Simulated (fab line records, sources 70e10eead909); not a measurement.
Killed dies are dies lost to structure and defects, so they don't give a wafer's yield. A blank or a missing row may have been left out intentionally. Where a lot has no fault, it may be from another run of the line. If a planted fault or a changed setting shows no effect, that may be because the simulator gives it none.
Which tool did it? || flow nand-harc || 12 lots with 36 wafers sampled at 5 steps, on a route of 1302 steps

## WHAT EACH GAUGE READ, for each wafer
NHARC_A_DECK1_JOINT_INSPECT_05.
{"lot": "L075", "measured": "day 12 09:51", "on": "defect-inspect-02", "raw-defect-count": "320 284 273"}
{"lot": "L077", "measured": "day 13 21:34", "on": "defect-inspect-02", "raw-defect-count": "203 330 277"}
{"lot": "L079", "measured": "day 14 17:49", "on": "defect-inspect-02", "raw-defect-count": "180 267 155"}
{"lot": "L080", "measured": "day 15 06:34", "on": "defect-inspect-01", "raw-defect-count": "210 245 356"}
{"lot": "L083", "measured": "day 16 05:16", "on": "defect-inspect-02", "raw-defect-count": "460 351 434"}
{"lot": "L085", "measured": "day 17 13:52", "on": "defect-inspect-02", "raw-defect-count": "304 323 349"}
{"lot": "L088", "measured": "day 18 15:59", "on": "defect-inspect-02", "raw-defect-count": "306 248 298"}
{"lot": "L090", "measured": "day 19 00:27", "on": "defect-inspect-01", "raw-defect-count": "276 432 419"}
{"lot": "L091", "measured": "day 19 13:10", "on": "defect-inspect-02", "raw-defect-count": "326 454 210"}
{"lot": "L093", "measured": "day 20 19:15", "on": "defect-inspect-02", "raw-defect-count": "199 198 358"}
{"lot": "L095", "measured": "day 21 14:43", "on": "defect-inspect-02", "raw-defect-count": "471 310 301"}
{"lot": "L097", "measured": "day 21 22:23", "on": "defect-inspect-01", "raw-defect-count": "210 170 95"}

## WHICH TOOL RAN EACH LOT (tool, then ch and the chambers of the sampled wafers, then the start)
{"lot": "L075", "NHARC_A_CHANNEL_HOLE_D1_ETCH_22": "har-etch-01 ch 0,1, day 8 20:04", "NHARC_A_CHANNEL_HOLE_D1_ETCH_33": "har-etch-01 ch 0,1, day 8 23:11", "NHARC_A_CHANNEL_HOLE_D1_XSEM_31": "xsem-02 ch 0, day 9 00:50", "NHARC_A_DECK1_JOINT_CMP_02": "cmp-03 ch 0,1,2, day 12 09:09"}
{"lot": "L077", "NHARC_A_CHANNEL_HOLE_D1_ETCH_22": "har-etch-02 ch 1, day 9 23:36", "NHARC_A_CHANNEL_HOLE_D1_ETCH_33": "har-etch-02 ch 1, day 10 02:39", "NHARC_A_CHANNEL_HOLE_D1_XSEM_31": "xsem-01 ch 0, day 10 04:17", "NHARC_A_DECK1_JOINT_CMP_02": "cmp-02 ch 1,3, day 13 20:52"}
{"lot": "L079", "NHARC_A_CHANNEL_HOLE_D1_ETCH_22": "har-etch-01 ch 0,1, day 10 16:31", "NHARC_A_CHANNEL_HOLE_D1_ETCH_33": "har-etch-01 ch 0,1, day 10 19:26", "NHARC_A_CHANNEL_HOLE_D1_XSEM_31": "xsem-02 ch 0, day 10 21:14", "NHARC_A_DECK1_JOINT_CMP_02": "cmp-02 ch 0,3, day 14 17:06"}
{"lot": "L080", "NHARC_A_CHANNEL_HOLE_D1_ETCH_22": "har-etch-01 ch 0, day 11 11:05", "NHARC_A_CHANNEL_HOLE_D1_ETCH_33": "har-etch-01 ch 0, day 11 14:11", "NHARC_A_CHANNEL_HOLE_D1_XSEM_31": "xsem-01 ch 0, day 11 15:49", "NHARC_A_DECK1_JOINT_CMP_02": "cmp-02 ch 0,3, day 15 05:52"}
{"lot": "L083", "NHARC_A_CHANNEL_HOLE_D1_ETCH_22": "har-etch-02 ch 0,1, day 12 13:38", "NHARC_A_CHANNEL_HOLE_D1_ETCH_33": "har-etch-02 ch 0,1, day 12 16:44", "NHARC_A_CHANNEL_HOLE_D1_XSEM_31": "xsem-02 ch 0, day 12 18:22", "NHARC_A_DECK1_JOINT_CMP_02": "cmp-02 ch 0,2,3, day 16 04:33"}
{"lot": "L085", "NHARC_A_CHANNEL_HOLE_D1_ETCH_22": "har-etch-01 ch 0,1, day 13 15:56", "NHARC_A_CHANNEL_HOLE_D1_ETCH_33": "har-etch-01 ch 0,1, day 13 18:56", "NHARC_A_CHANNEL_HOLE_D1_XSEM_31": "xsem-01 ch 0, day 13 20:31", "NHARC_A_DECK1_JOINT_CMP_02": "cmp-03 ch 0,1,3, day 17 13:11"}
{"lot": "L088", "NHARC_A_CHANNEL_HOLE_D1_ETCH_22": "har-etch-02 ch 0,1, day 15 01:06", "NHARC_A_CHANNEL_HOLE_D1_ETCH_33": "har-etch-02 ch 0,1, day 15 04:04", "NHARC_A_CHANNEL_HOLE_D1_XSEM_31": "xsem-02 ch 0, day 15 05:39", "NHARC_A_DECK1_JOINT_CMP_02": "cmp-01 ch 1,2, day 18 15:16"}
{"lot": "L090", "NHARC_A_CHANNEL_HOLE_D1_ETCH_22": "har-etch-01 ch 0,1, day 15 08:47", "NHARC_A_CHANNEL_HOLE_D1_ETCH_33": "har-etch-01 ch 0,1, day 15 11:45", "NHARC_A_CHANNEL_HOLE_D1_XSEM_31": "xsem-02 ch 0, day 15 13:20", "NHARC_A_DECK1_JOINT_CMP_02": "cmp-03 ch 0,2,3, day 18 23:48"}
{"lot": "L091", "NHARC_A_CHANNEL_HOLE_D1_ETCH_22": "har-etch-02 ch 0,1, day 15 18:01", "NHARC_A_CHANNEL_HOLE_D1_ETCH_33": "har-etch-02 ch 0,1, day 15 21:08", "NHARC_A_CHANNEL_HOLE_D1_XSEM_31": "xsem-01 ch 0, day 15 22:46", "NHARC_A_DECK1_JOINT_CMP_02": "cmp-03 ch 0,3, day 19 12:28"}
{"lot": "L093", "NHARC_A_CHANNEL_HOLE_D1_ETCH_22": "har-etch-01 ch 0,1, day 16 19:56", "NHARC_A_CHANNEL_HOLE_D1_ETCH_33": "har-etch-01 ch 0,1, day 16 23:02", "NHARC_A_CHANNEL_HOLE_D1_XSEM_31": "xsem-02 ch 0, day 17 00:41", "NHARC_A_DECK1_JOINT_CMP_02": "cmp-03 ch 1,2, day 20 18:32"}
{"lot": "L095", "NHARC_A_CHANNEL_HOLE_D1_ETCH_22": "har-etch-02 ch 0,1, day 17 19:22", "NHARC_A_CHANNEL_HOLE_D1_ETCH_33": "har-etch-02 ch 0,1, day 17 22:29", "NHARC_A_CHANNEL_HOLE_D1_XSEM_31": "xsem-02 ch 0, day 18 00:07", "NHARC_A_DECK1_JOINT_CMP_02": "cmp-02 ch 2,3, day 21 14:01"}
{"lot": "L097", "NHARC_A_CHANNEL_HOLE_D1_ETCH_22": "har-etch-02 ch 0, day 18 05:49", "NHARC_A_CHANNEL_HOLE_D1_ETCH_33": "har-etch-02 ch 0, day 18 08:50", "NHARC_A_CHANNEL_HOLE_D1_XSEM_31": "xsem-02 ch 0, day 18 10:26", "NHARC_A_DECK1_JOINT_CMP_02": "cmp-01 ch 0,2,3, day 21 21:40"}
- NHARC_A_CHANNEL_HOLE_D1_ETCH_22: etches the open film in C4F8/O2/Ar, time 666.7 s, target depth 1600 nm.
- NHARC_A_CHANNEL_HOLE_D1_ETCH_33: etches the open film in C4F8/O2/Ar, time 90 s, target depth 400 nm.
- NHARC_A_CHANNEL_HOLE_D1_XSEM_31
- NHARC_A_DECK1_JOINT_CMP_02: polishes SiOx.

## THE ANSWER, worked out from the rows above alone
Rule: the usual values come from the lots themselves. Put in order of their means at a reading, lots are off if they are a third of the lots or fewer, leave a main group of 4 or more, and stand apart from it by a gap of 3 or more times the standard deviation of the main group's means; of several such gaps the widest counts. A main group whose means are all the same, to the digits that the tables above print for the reading, isn't used. A lot without any number at a reading at which 4 lots or more have one is off too. The other lots that the step has rows for count as sound.
No lot is off at any reading shown: from this, nothing can be told.

## WHAT THE SIMULATOR HAD PUT IN
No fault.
